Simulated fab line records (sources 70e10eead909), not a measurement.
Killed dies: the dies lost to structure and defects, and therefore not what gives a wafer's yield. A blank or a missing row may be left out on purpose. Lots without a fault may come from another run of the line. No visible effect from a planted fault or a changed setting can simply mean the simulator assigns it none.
fab line records	flow nandHarc
[record] lots = 6	wafers = 18	lastDay = 24
route steps=1159 shown A_CONTACT@948 A_BLC@964 END@1159
lots untouched by any fault: they come from a run of this same line in which no faults occurred
startH: the number of hours between the record's first day and the start of the first shown wafer of the lot	waitH: hours elapsed since this lot's preceding step	" as in the row above	L1.1+2: a row that stands for several wafers	- no value present, or no start provided	* or withheld: withheld	< > ~ a bound
route shown NAME@n: names a module that has steps shown in the file, with the first one's number in the route	usual: mean/standard deviation taken from wafers without a fault	same: alike in all rows	chamber/n: place in a boat	sites: readings site by site	_std_site: standard deviation across them	_edge_site: mean of outer sites minus mean of inner sites	radiusMm: how far each site lies from the wafer's centre	mask NAME#n: copy n	behind: the most recent tool/chamber to have shaped the wafer	hold: the reason the lot was held/the length of the hold in hours/how it ended	device: transistor that didn't switch, given as n, p or np	end of line: the route-end tests of the same wafers	where a step has no rows: the recipe by itself	killed: count of dies lost to structure and defects at first sort (not the wafer's yield)	map: dies across one wafer; x = killed, . = not, _ = none there
set.NAME: the setting the step ran with; set.NAME@STEP: the setting that earlier step ran with	model.NAME: the simulator's own value behind a step, which no gauge read
lots at selected steps of the route; one table per step, one row per wafer
services: from which hour (startH, from the record's first day; less than 0 if before it) a tool's chamber was out of use, for how many hours, and why
[[steps]]
[step NHARC_A_CONTACT_ETCH_139]
[recipe] sourceW = withheld	pressureMtorr = 20	biasV = 400	timeS = 137	targetDepthA = 5900	arFlowSccm = withheld	c4f8FlowSccm = 11.5	o2FlowSccm = 7.2	chemistry = C4F8/O2/Ar
[step NHARC_A_CONTACT_ETCH_92]
[recipe] targetDepthA = 400	overEtchFrac = 0.5	timeS = 85.7	ionEnergyEv = 120	ch3fFlowSccm = 50	o2FlowSccm = 30	arFlowSccm = 200	rfW = 500	biasW = 100	chemistry = CH3F/O2
[usual] drypumpMotorCurrentA = 5.75/0.25	oesProductAu = 0.936/0.026	rfVppV = 244.4/1.7	showerheadPlenumPTorr = 2.47/0.11	throttleValvePct = 20.663/0.0091
lot.wafer	tool	chamber	startH	waitH	drypumpMotorCurrentA	oesProductAu	rfHoursCounterH	rfVppV	showerheadPlenumPTorr	throttleValvePct
L562.3	rieDiel-01	3	396.29	0.3	5.67	0.934	14	241.5	2.27	20.667
L562.4	"	0	"	"	6.17	0.930	15	243.6	2.50	20.665
L562.5	"	2	"	"	5.70	0.916	-	244.6	2.57	20.669
L566.3	rieDiel-01	0	427.58	0.3	6.16	0.941	21	246.2	2.50	20.671
L566.4	"	3	"	"	5.66	0.933	20	241.3	2.27	20.678
L566.5	"	1	"	"	5.88	0.936	-	245.6	2.56	20.664
L567.4	rieDiel-07	0	437.05	0.2	5.69	1.005	10	245.4	2.53	20.655
L567.3	"	1	"	"	5.61	1.000	8	244.7	2.46	20.666
L567.2	"	2	"	"	5.61	1.011	8	244.9	2.51	20.650
L574.1	rieDiel-01	0	476.39	0.4	6.18	0.925	31	244.6	2.50	20.655
L574.2	"	2	"	"	5.68	0.915	30	245.0	2.56	20.671
L574.6	"	1	"	"	5.82	0.915	-	245.9	2.55	20.654
L575.2	rieDiel-01	0	481.19	0.4	6.18	0.939	32	244.5	2.49	20.661
L575.5	"	3	"	"	5.66	0.928	-	241.4	2.27	20.669
L575.6	"	0	"	"	6.19	0.939	-	244.5	2.50	20.667
L580.4	rieDiel-07	1	513.24	0.3	5.65	0.929	37	245.1	2.45	20.670
L580.5	"	1	"	"	5.61	0.930	-	244.0	2.45	20.666
L580.6	"	2	"	"	5.63	0.935	-	244.9	2.49	20.639
[step NHARC_A_CONTACT_ETCH_98]
[recipe] targetDepthA = 200	overEtchFrac = 0.5	timeS = 10	ionEnergyEv = 250	c4f6FlowSccm = 25	o2FlowSccm = 20	arFlowSccm = 500	rfW = 600	biasW = 500	chemistry = C4F6/O2
[step NHARC_A_CONTACT_CD_MEAS_15]
[usual] cdNm = 90.0/0.44
lot.wafer	tool	chamber	startH	waitH	cdNm
L562.3	cdSem-03	-	396.50	-	90.1
L562.4	"	-	"	"	90.2
L562.5	"	-	"	"	89.9
L566.3	cdSem-03	-	427.81	-	90.3
L566.4	"	-	"	"	90.7
L566.5	"	-	"	"	90.1
L567.2	cdSem-02	-	437.29	-	89.9
L567.3	"	-	"	"	90.0
L567.4	"	-	"	"	89.6
L574.1	cdSem-01	-	476.68	-	89.7
L574.2	"	-	"	"	90.2
L574.6	"	-	"	"	90.5
L575.2	cdSem-03	-	481.40	-	89.4
L575.5	"	-	"	"	89.8
L575.6	"	-	"	"	89.6
L580.4	cdSem-03	-	513.47	-	89.3
L580.5	"	-	"	"	89.9
L580.6	"	-	"	"	89.2
[step NHARC_A_CONTACT_STRIP_107]
[recipe] n2FlowSccm = 150	h2FlowSccm = 150	arFlowSccm = 0	biasW = 0	chemistry = N2/H2
[step NHARC_A_CONTACT_STRIP_108]
[recipe] cf4FlowSccm = 100	chf3FlowSccm = 30	arFlowSccm = 0	biasW = 0	chemistry = CF4/CHF3
[step NHARC_A_CONTACT_STRIP_109]
[recipe] o2FlowSccm = 400	cosFlowSccm = 20	arFlowSccm = 0	biasW = 0	chemistry = O2/COS
[step NHARC_A_CONTACT_ETCH_110]
[recipe] targetDepthA = 500	overetchA = 50	timeS = 27.5	ionEnergyEv = 100	cf4FlowSccm = 80	o2FlowSccm = 20	arFlowSccm = 0	rfW = 300	biasW = 100	chemistry = CF4/O2
[step NHARC_A_CONTACT_STRIP_26]
[recipe] o2FlowSccm = 500	arFlowSccm = 0	biasW = 0	chemistry = O2
[usual] drypumpMotorCurrentA = 5.74/0.25	oesProductAu = 1.000/0.0077	rfVppV = 57.8/0.84	showerheadPlenumPTorr = 3.56/0.14	throttleValvePct = 17.036/0.0099
lot.wafer	tool	chamber	startH	waitH	drypumpMotorCurrentA	oesProductAu	rfHoursCounterH	rfVppV	showerheadPlenumPTorr	throttleValvePct
L562.3	rieDiel-01	1	-	-	5.87	0.996	16	57.9	3.67	17.049
L562.4	"	3	"	"	5.67	0.999	14	56.4	3.27	17.031
L562.5	"	2	"	"	5.72	0.993	-	57.1	3.68	17.040
L566.4	rieDiel-01	2	-	-	5.72	0.994	21	58.2	3.67	17.037
L566.3	"	3	"	"	5.68	1.003	20	57.7	3.27	17.039
L566.5	"	1	"	"	5.96	1.008	-	57.5	3.66	17.025
L567.2	rieDiel-07	3	-	-	5.46	1.007	10	57.9	3.51	17.052
L567.4	"	0	"	"	5.72	1.000	10	57.7	3.63	17.036
L567.3	"	2	"	"	5.62	0.999	8	57.0	3.60	17.033
L574.2	rieDiel-02	1	-	-	5.48	1.012	51	57.5	3.32	17.015
L574.1	"	0	"	"	5.85	0.999	51	57.0	3.37	17.059
L574.6	"	1	"	"	5.47	0.999	-	57.8	3.32	17.046
L575.2	rieDiel-01	2	-	-	5.70	0.981	31	58.8	3.67	17.027
L575.5	"	2	"	"	5.71	0.992	-	57.9	3.67	17.038
L575.6	"	3	"	"	5.67	0.993	-	57.2	3.26	17.061
L580.4	rieDiel-07	0	-	-	5.72	1.005	38	58.0	3.61	17.033
L580.5	"	0	"	"	5.70	0.998	-	60.0	3.61	17.048
L580.6	"	1	"	"	5.60	1.011	-	58.0	3.51	17.027
[step NHARC_A_CONTACT_STRIP_27]
[recipe] timeS = 600	tempC = 30	chemistry = postEtchResidueRemover
[step NHARC_A_CONTACT_ALD_18]
[recipe] targetThkA = 30	pulseTimeS = 1	aldCycles = 150	tempC = 450	material = TiN
[usual] heaterPowerW = 1044/110	precursorPulseHeightRel = 1.002/0.018
[same] pulseTimeS = 1
lot.wafer	tool	chamber	startH	waitH	heaterPowerW	precursorPulseHeightRel
L562.4	aldMetal-01	3	397.96	-	955	1.025
L562.3	"	0	"	"	908	1.013
L562.5	"	3	"	"	949	1.010
L566.3	aldMetal-02	3	428.84	-	1030	1.001
L566.4	"	0	"	"	919	0.997
L566.5	"	3	"	"	1023	1.004
L567.2	aldMetal-04	0	438.22	-	1119	0.986
L567.4	"	1	"	"	986	1.010
L567.3	"	2	"	"	1091	1.025
L574.1	aldMetal-04	1	477.77	-	1006	1.043
L574.2	"	2	"	"	1087	0.988
L574.6	"	1	"	"	997	1.013
L575.2	aldMetal-01	1	482.38	-	1106	0.988
L575.6	"	0	"	"	917	0.979
L575.5	"	1	"	"	1122	1.009
L580.4	aldMetal-04	3	514.64	-	911	0.994
L580.6	"	1	"	"	1007	1.029
L580.5	"	2	"	"	1109	0.985
[step NHARC_A_CONTACT_CVD_19]
[recipe] targetThkA = 3000	tempC = 300	pressureTorr = 40	wf6FlowSccm = 40	h2FlowSccm = 1600	arFlowSccm = 1560	timeS = 802	material = W
[usual] heaterPowerW = 473/72	throttleValvePct = 7.9/0.34
lot.wafer	tool	chamber	startH	waitH	heaterPowerW	throttleValvePct
L562.3	cvdW-02	0	-	-	552	7.2
L562.4	"	1	"	"	362	8.3
L562.5	"	1	"	"	358	8.1
L566.4	cvdW-01	1	-	-	518	8.1
L566.3	"	0	"	"	466	7.9
L566.5	"	1	"	"	521	8.0
L567.2	cvdW-01	0	-	-	482	8.0
L567.3	"	0	"	"	471	7.8
L567.4	"	0	"	"	473	7.9
L574.1	cvdW-02	1	-	-	365	8.2
L574.2	"	0	"	"	556	7.3
L574.6	"	1	"	"	365	8.1
L575.2	cvdW-01	0	-	-	477	7.9
L575.5	"	0	"	"	475	7.8
L575.6	"	1	"	"	474	8.2
L580.4	cvdW-02	1	-	-	357	8.0
L580.6	"	0	"	"	556	7.7
L580.5	"	1	"	"	360	8.2
[step NHARC_A_CONTACT_CMP_20]
[recipe] tOverpolishS = 30	targetThkNm = 300
[usual] motorCurrentA = 12.1/0.89	overpolishRunS = 30.000/0.0094	timeToEndpointS = 59/3.1
lot.wafer	tool	chamber	startH	waitH	motorCurrentA	overpolishRunS	timeToEndpointS
L562.4	cmp-01	0	399.07	0.4	12.5	29.993	57
L562.3	"	2	"	"	11.1	29.997	60
L562.5	"	3	"	"	11.2	29.997	62
L566.3	cmp-01	0	429.94	0.4	13.0	30.004	53
L566.4	"	2	"	"	11.3	29.989	56
L566.5	"	1	"	"	13.0	29.991	52
L567.3	cmp-01	1	441.38	0.9	12.3	29.990	57
L567.4	"	2	"	"	12.4	30.006	58
L567.2	"	3	"	"	11.4	29.994	59
L574.2	cmp-03	2	478.87	0.7	12.7	30.003	59
L574.1	"	3	"	"	12.4	30.006	58
L574.6	"	2	"	"	13.4	29.997	60
L575.2	cmp-04	2	493.60	0.8	10.9	29.998	62
L575.6	"	3	"	"	12.5	29.997	62
L575.5	"	0	"	"	11.9	30.004	55
L580.4	cmp-04	2	515.76	0.5	11.6	30.024	61
L580.6	"	3	"	"	13.4	30.001	61
L580.5	"	0	"	"	12.6	29.994	62
[step NHARC_A_CONTACT_SRD_22]
[step NHARC_A_CONTACT_INSPECT_23]
[usual] rawDefectCount = 453/130
lot.wafer	tool	chamber	startH	waitH	rawDefectCount
L562.3	defectInspect-01	-	399.45	0.1	603
L562.4	"	-	"	"	623
L562.5	"	-	"	"	583
L566.3	defectInspect-01	-	430.34	0.1	435
L566.4	"	-	"	"	1810
L566.5	"	-	"	"	318
L567.2	defectInspect-01	-	441.78	0.1	305
L567.3	"	-	"	"	302
L567.4	"	-	"	"	1634
L574.1	defectInspect-01	-	479.24	0.1	371
L574.2	"	-	"	"	429
L574.6	"	-	"	"	315
L575.2	defectInspect-01	-	493.95	0.1	321
L575.5	"	-	"	"	435
L575.6	"	-	"	"	399
L580.4	defectInspect-02	-	516.09	0.1	373
L580.5	"	-	"	"	434
L580.6	"	-	"	"	429
[step NHARC_A_BLC_DEHYDRATE_00]
[recipe] tempC = 150	timeS = 120
[step NHARC_A_BLC_HMDS_01]
[recipe] timeS = 30
[step NHARC_A_BLC_COAT_02]
[recipe] tempC = 260	timeS = 75
[step NHARC_A_BLC_COAT_03]
[recipe] tempC = 225	timeS = 65
[step NHARC_A_BLC_COAT_04]
[recipe] spinRpm = 1500	resistThkNm = 90
[step NHARC_A_BLC_SOFTBAKE_05]
[recipe] tempC = 105	timeS = 55
[step NHARC_A_BLC_EBR_06]
[step NHARC_A_BLC_EXPOSE_07]
[recipe] na = 1.35	targetCdNm = 100	doseMj = 67.97	maskId = A_BLC
[step NHARC_A_BLC_PEB_08]
[recipe] pebTempC = 100	pebTimeS = 65
[step NHARC_A_BLC_DEVELOP_09]
[recipe] developTimeS = 35	devTempC = 23
[step NHARC_A_BLC_CD_MEAS_10]
[recipe] targetCdNm = 100	landingEnergyEv = 500
[usual] cdNm = 100.0/0.52
lot.wafer	tool	chamber	startH	waitH	cdNm
L562.3	cdSem-02	0	399.97	-	100.3
L562.4	"	0	"	"	100.3
L562.5	"	0	"	"	99.8
L566.3	cdSem-01	0	430.86	-	100.2
L566.4	"	0	"	"	99.8
L566.5	"	0	"	"	100.1
L567.2	cdSem-03	0	442.16	-	99.2
L567.3	"	0	"	"	100.1
L567.4	"	0	"	"	99.5
L574.1	cdSem-03	0	479.75	-	99.8
L574.2	"	0	"	"	100.6
L574.6	"	0	"	"	99.4
L575.2	cdSem-03	0	494.46	-	99.4
L575.5	"	0	"	"	99.6
L575.6	"	0	"	"	99.7
L580.4	cdSem-02	0	516.61	-	100.5
L580.5	"	0	"	"	100.0
L580.6	"	0	"	"	100.3
[step NHARC_A_BLC_OVL_MEAS_11]
[usual] overlayXNm = 0.0/0.8	overlayYNm = 0.3/0.99
lot.wafer	tool	chamber	startH	waitH	overlayXNm	overlayYNm
L562.3	overlay-02	-	400.05	-	-0.1	-0.7
L562.4	"	-	"	"	0.5	-0.7
L562.5	"	-	"	"	0.0	-0.5
L566.3	overlay-01	-	430.95	-	-0.8	-0.6
L566.4	"	-	"	"	0.1	-0.8
L566.5	"	-	"	"	-1.2	-0.6
L567.2	overlay-01	-	442.25	-	-0.6	-0.2
L567.3	"	-	"	"	-0.6	0.4
L567.4	"	-	"	"	0.0	-0.2
L574.1	overlay-01	-	479.83	-	0.3	1.1
L574.2	"	-	"	"	0.3	0.6
L574.6	"	-	"	"	0.2	0.7
L575.2	overlay-01	-	494.55	-	-0.9	0.0
L575.5	"	-	"	"	-0.2	0.3
L575.6	"	-	"	"	-0.1	0.3
L580.4	overlay-02	-	516.69	-	-0.6	1.0
L580.5	"	-	"	"	-0.6	1.4
L580.6	"	-	"	"	-0.5	1.3
[step NHARC_A_BLC_INSPECT_12]
[usual] rawDefectCount = 34/14
lot.wafer	tool	chamber	startH	waitH	rawDefectCount
L562.3	defectInspect-02	-	400.09	0.0	25
L562.4	"	-	"	"	29
L562.5	"	-	"	"	25
L566.3	defectInspect-02	-	430.98	0.0	35
L566.4	"	-	"	"	1400
L566.5	"	-	"	"	31
L567.2	defectInspect-02	-	442.28	0.0	48
L567.3	"	-	"	"	33
L567.4	"	-	"	"	1381
L574.1	defectInspect-02	-	479.87	0.0	57
L574.2	"	-	"	"	66
L574.6	"	-	"	"	52
L575.2	defectInspect-02	-	494.58	0.0	14
L575.5	"	-	"	"	12
L575.6	"	-	"	"	13
L580.4	defectInspect-02	-	516.73	0.0	41
L580.5	"	-	"	"	34
L580.6	"	-	"	"	41
[step NHARC_A_BLC_DESCUM_15]
[recipe] timeS = 3	o2FlowSccm = 200	arFlowSccm = 0	biasPowerW = 0	chemistry = O2
[usual] drypumpMotorCurrentA = 5.7/0.51	oesProductAu = 0.997/0.0068	rfVppV = 57.9/0.88	showerheadPlenumPTorr = 1.91/0.086	throttleValvePct = 11.310/0.0088
lot.wafer	tool	chamber	startH	waitH	drypumpMotorCurrentA	oesProductAu	rfHoursCounterH	rfVppV	showerheadPlenumPTorr	throttleValvePct
L562.3	rieDiel-12	0	400.15	0.1	6.7	0.996	1	57.3	1.85	11.311
L562.4	"	2	"	"	5.8	0.997	1	57.3	1.84	11.309
L562.5	"	0	"	"	6.7	0.998	-	56.5	1.85	11.313
L566.3	rieDiel-05	2	431.04	0.1	6.3	0.996	9	57.8	2.02	11.309
L566.4	"	3	"	"	5.6	0.993	9	57.0	1.77	11.321
L566.5	"	3	"	"	5.6	1.000	-	56.5	1.77	11.310
L567.2	rieDiel-05	1	442.35	0.1	5.4	0.988	11	56.9	1.84	11.308
L567.4	"	2	"	"	6.2	1.004	10	58.7	2.02	11.322
L567.3	"	3	"	"	5.6	0.997	10	56.9	1.77	11.317
L574.1	rieDiel-05	2	479.93	0.1	6.3	0.992	14	58.4	2.01	11.305
L574.2	"	0	"	"	5.3	0.994	13	57.9	1.91	11.306
L574.6	"	2	"	"	6.3	0.997	-	57.6	2.01	11.306
L575.2	rieDiel-05	2	494.66	0.1	6.3	0.987	15	58.2	2.01	11.288
L575.6	"	2	"	"	6.3	0.996	-	57.0	2.01	11.297
L575.5	"	3	"	"	5.6	0.992	-	58.4	1.77	11.299
L580.4	rieDiel-12	0	516.79	0.1	6.7	0.997	12	58.0	1.84	11.312
L580.6	"	0	"	"	6.7	0.989	-	57.2	1.84	11.322
L580.5	"	1	"	"	5.4	0.997	-	57.6	1.98	11.318
[step NHARC_END_SORT_01]
[recipe] tempC = 25
[usual] killedAtArray = 26/9.6	killedAtOther = 0.7/0.92	killedAtPeriphery = 3.8/2.7	killedDies = 31/10	killedOpen = 3.3/1.7	killedShort = 1.8/1.3
[same] grossDies = 677
lot.wafer	tool	chamber	startH	waitH	killedAtArray	killedAtOther	killedAtPeriphery	killedDies	killedOpen	killedShort
L566.4	prober-02	0	480.12	3.4	578	2	4	584	0	2
L567.4	prober-01	0	488.56	3.4	586	0	0	586	0	1
L574.1	prober-01	0	534.50	2.5	41	1	1	43	2	3
L574.2	prober-01	0	535.29	2.8	43	0	3	46	2	2
L575.2	prober-02	0	545.51	2.8	13	0	5	18	2	1
L575.5	prober-02	0	547.85	3.6	18	0	4	22	5	3
L575.6	prober-02	0	548.63	3.9	7	0	5	12	4	0
// killed by level:class
L566.4 A_CONTACT:unspecified=574 P_GATE:chamberFilmFlake=3 A_SLIT:chamberFilmFlake=2 THIN_TSV:chamberFilmFlake=2 P_GATE:geometricParticle:short=1 A_SGD_CUT:geometricParticle:short=1 A_STAIRCASE:chamberFilmFlake=1
L567.4 A_CONTACT:unspecified=576 A_CHANNEL_HOLE_D1:chamberFilmFlake=5 A_SLIT:chamberFilmFlake=3 A_ONON_D1:geometricParticle:short=1 A_WL_FILL:chamberFilmFlake=1
L574.1 A_CHANNEL_HOLE_D1:chamberFilmFlake=20 A_SLIT:chamberFilmFlake=8 A_CHANNEL_FILL_D1:chamberFilmFlake=3 A_ZERO_WELL:chamberFilmFlake=2 A_CONTACT:chamberFilmFlake=2 A_ONON_D1:geometricParticle:open=1 A_CHANNEL_FILL_D1:geometricParticle:short=1 A_CHANNEL_FILL_D1:geometricParticle:open=1
L574.2 A_CHANNEL_HOLE_D1:chamberFilmFlake=21 A_SLIT:chamberFilmFlake=11 A_STAIRCASE:chamberFilmFlake=7 P_CONTACT:geometricParticle:open=1 P_M1:geometricParticle:open=1 A_ONON_D1:geometricParticle:short=1 A_BLC:geometricParticle:short=1 P_ZERO_WELL:chamberFilmFlake=1
L575.2 A_CHANNEL_HOLE_D1:chamberFilmFlake=5 P_ZERO_WELL:chamberFilmFlake=4 A_STAIRCASE:chamberFilmFlake=4 A_CHANNEL_FILL_D1:chamberFilmFlake=2 P_M0:geometricParticle:open=1 A_ONON_D1:geometricParticle:open=1 A_CONTACT:geometricParticle:short=1
L575.5 A_STAIRCASE:chamberFilmFlake=4 A_CONTACT:chamberFilmFlake=4 A_CHANNEL_HOLE_D1:chamberFilmFlake=3 A_ONON_D1:geometricParticle:short=2 P_ZERO_WELL:chamberFilmFlake=2 P_M0:geometricParticle:open=1 A_ONON_D1:geometricParticle:open=1 A_CHANNEL_FILL_D1:geometricParticle:open=1
L575.6 P_ZERO_WELL:chamberFilmFlake=2 A_CHANNEL_HOLE_D1:chamberFilmFlake=2 A_STAIRCASE:chamberFilmFlake=2 P_M0:geometricParticle:open=1 P_M2:geometricParticle:open=1 A_WL_FILL:geometricParticle:open=1 A_BLC:geometricParticle:open=1 P_GATE:chamberFilmFlake=1
// map L566.4 (x killed, . not)
____________.____________
_________xxx..xx_________
_______x..xxxxxxxx_______
______xxxxxxxxxxxxx______
_____x.xx.xxx.xxxxxx_____
____xxxx.x.x.xxxxxxxx____
____xxxxxxxxxxxxx.x.x____
___xxxxxxxxxxxxx.xxxxx___
___xxxxx.xxxx.x..xx.xx___
__xxxxxxxxxxx...xxxxxxx__
__xxxx.x.xxxxxxxxxxxxx.__
_xxxxxxxxxxxxxxxxxxxxxxx_
_.xx.xxxxxx.x.xxxxxxxxxx_
_xxxxxxxxx.xxxxxxx.xxxxx_
_xxx.x.xxxxx.xxxxxxx.x.x_
_xxxx.xxx.xxxxx..xxxx..._
xxx.xxxxxxxxxxxxxxxxxxxxx
xx.xxxxxxxxx.xxx.x.xxxxxx
xxx.xxx.xxxxxxxxxx.xxxxxx
xxxxxxxxxxxxxxxx.xxxxxx.x
xxxxxxxxxxxxxxxxx.xxxxxxx
_xxxxxxxx.xxxxx.xxxx.xx._
_x..xxxxx.xxx.xxxxxxxxxx_
_xxxxxxxxxxxxxxxxxxxxxxx_
_xxxxxxxxxxxxxxx.xxxxxxx_
_x.xxxxxx.xxxx.xxxxxxxxx_
__xxxxxxxxxxxx.x.xx.xxx__
__xxxxxxxxxxxx.x..xx.xx__
___xxxxxxxx.xxx.x.xxxx___
___.xxxxx.xxxxxxx.xxxx___
____xxxxxxxxxxxxxxxxx____
____xx.xxx.xxxxxxx.xx____
_____xx.xxx.xxxx..x._____
______xx.xxxx.xxx.x______
_______x.xx..xxxxx_______
_________xxxxxxx_________
____________x____________
// map L567.4 (x killed, . not)
____________x____________
_________..xx.xx_________
_______xxxxxxxxxxx_______
______xxxxxxxxx..xx______
_____xxxxxxxxxxxxxxx_____
____xxxxxxxxxxxxxxxxx____
____xxxxxxxxx.xxxxx.x____
___xxxxxxxx.x.xxx..xxx___
___xxx.xxxxxxxxx..xxxx___
__xxxxxxxx.xx.xxxxxxxx.__
__xxxxx.xxx.xxxxx.xxxxx__
_.xxx.xx.xx.xxxxxxxxxxxx_
_x.x.x.xxxxxxxxxxxxxxxxx_
_xxxxxxxxxxxxxxxxxxxxxxx_
_x.xxxxxxx..xxxxxxxxx.xx_
_xxxx.xxxxxxxx.xxxxx..x._
xxxxx.xxxx.xxx.xxxxxxx.xx
xxxxxxxxxxxx.xxxxxxxx...x
xxxxxxxxxxxxxxx.x.x.xxxxx
xxxxx.xxxxxxxx..xxxx.xxxx
.xxxxxxxx.xx.xxx.xxxxxxxx
_xxx.xxxxxxxxxxxxxxx.xx._
_xxxxxxxxxxxxxxxxxxxxxxx_
_xxxxxxxxxxxxxxxxxxx.xx._
_xxxxxxxxxxxxxxxxxxxxxxx_
_xxx.xxxxxxxxxxxx..xxxxx_
__x..xxx.xxxxxxxxxx.xxx__
__xxxxxxxx.xx.xxxxxxxxx__
___.xxxxx.xxxxx..xxxxx___
___xxxxxxxx.x.xx..xxxx___
____xxxx.xx.x.xxxxxx.____
____x.xxxxx.x.xxx.xxx____
_____xxxxxxxxxxxxxxx_____
______xxxxx.xxxx.x.______
_______.xxxxxx..xx_______
_________xxxxxxx_________
____________x____________
[[services]]
tool	chamber	startH	hours	kind
cmp-01	-	375.61	4.0	pm
cvdW-02	-	376.08	13.0	pm
rieDiel-07	0	379.37	1.6	repair
rieDiel-12	-	379.45	9.0	pm
rieDiel-12	-	390.11	1.8	repair
cmp-04	-	399.17	4.0	pm
cmp-01	-	403.67	3.1	repair
rieDiel-07	-	405.36	9.0	pm
aldMetal-04	-	406.00	10.0	pm
rieDiel-05	0	407.06	5.7	repair
rieDiel-12	-	413.23	0.4	repair
rieDiel-12	0	430.89	16.2	repair
cmp-04	-	434.68	1.0	repair
aldMetal-04	-	435.00	2.5	repair
aldMetal-01	-	458.00	10.0	pm
aldMetal-04	-	472.59	0.4	repair
cmp-01	-	473.61	4.0	pm
cvdW-01	-	479.19	13.0	pm
cmp-04	-	481.90	1.3	repair
rieDiel-01	-	491.81	9.0	pm
rieDiel-05	1	493.70	6.0	repair
cmp-04	-	497.19	4.0	pm
aldMetal-04	2	501.53	2.8	repair
cvdW-01	-	506.26	3.2	repair
[[key]]
[firstSign] step = NHARC_A_CONTACT_INSPECT_23	reading = rawDefectCount	direction = up	sigmas = 10	usual = 453	struck = 1722
[effect] step = NHARC_A_BLC_INSPECT_12	reading = rawDefectCount	direction = up	sigmas = 99	usual = 34	struck = 1390
[effect] step = NHARC_END_SORT_01	reading = killedAtArray	direction = up	sigmas = 58	usual = 26	struck = 582
[moreKillsBornAt] NHARC_A_CONTACT_CMP_20@cmp-01 = 1150
metAt NHARC_A_CONTACT_CMP_20
struckWafers L566.4,L567.4
testerLeftOut L566,L567
onsetBetween 399.07 429.94
[fault] kind = chamberParticleSource	tool = cmp-01	chamber = 2	onsetH = 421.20	steps = NHARC_A_CONTACT_CMP_20	ratePerVisitCm2 = 2.1315	endH = 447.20
// testerLeftOut: of these lots the tester's yield and bins aren't shown, on N5 and GAA mostly nor the transistor test; their killed dies are dies lost to structure and defects alone, not to doping, threshold or leakage, so they don't give the yield
